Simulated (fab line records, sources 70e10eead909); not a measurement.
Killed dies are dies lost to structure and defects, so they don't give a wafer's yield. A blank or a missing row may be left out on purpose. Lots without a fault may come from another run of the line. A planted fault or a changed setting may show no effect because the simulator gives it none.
Chamber matching | flow nand_harc | NHARC_A_M0_PRE_CLEAN_31 on pecvd-03: 3 sister chambers
The step time 12 s. 6 wafers are shown with their chamber, then 7 later ones without.

WAFERS WITH THEIR CHAMBER
wafer  | chamber | heater_power_outer_w (W) | heater_power_w (W)
L080.3 | 1       | 346                      | 618
L083.1 | 2       | 292                      | 532
L083.2 | 0       | 380                      | 623
L083.6 | 0       | 385                      | 613
L088.1 | 1       | 322                      | 603
L088.3 | 2       | 351                      | 621

WAFERS WITHOUT THEIR CHAMBER
wafer  | heater_power_outer_w (W) | heater_power_w (W)
L088.6 | 322                      | 601
L092.1 | 328                      | 586
L092.2 | 357                      | 578
L092.5 | 324                      | 593
L091.2 | 301                      | 563
L091.5 | 375                      | 649
L091.6 | 308                      | 576

WHICH CHAMBER EACH WENT THROUGH
wafer  | from the rows above          | in truth
L088.6 | can't be placed: 1 or 2 or 0 | 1
L092.1 | can't be placed: 2 or 1 or 0 | 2
L092.2 | can't be placed: 1 or 2 or 0 | 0
L092.5 | can't be placed: 2 or 1 or 0 | 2
L091.2 | can't be placed: 2 or 1      | 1
L091.5 | can't be placed: 0 or 1 or 2 | 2
L091.6 | can't be placed: 2 or 1      | 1
Placed correctly: 0 of 7. Can't be placed from these rows: 7 (the true chamber is among the candidates in 7). Placed wrongly: 0.
How it was worked out, from the rows above alone: a wafer's distance from a chamber is the root of the sum, over the readings, of the square of ((its reading less the chamber's mean) divided by the reading's scatter). The wafer belongs to the nearest chamber; if the next one is less than 2 further off, it can't be placed. A chamber's mean is the mean of its shown wafers. The scatter: the root of (the sum of the squares of (reading less its chamber's mean) over the shown wafers, divided by (wafers less chambers)).
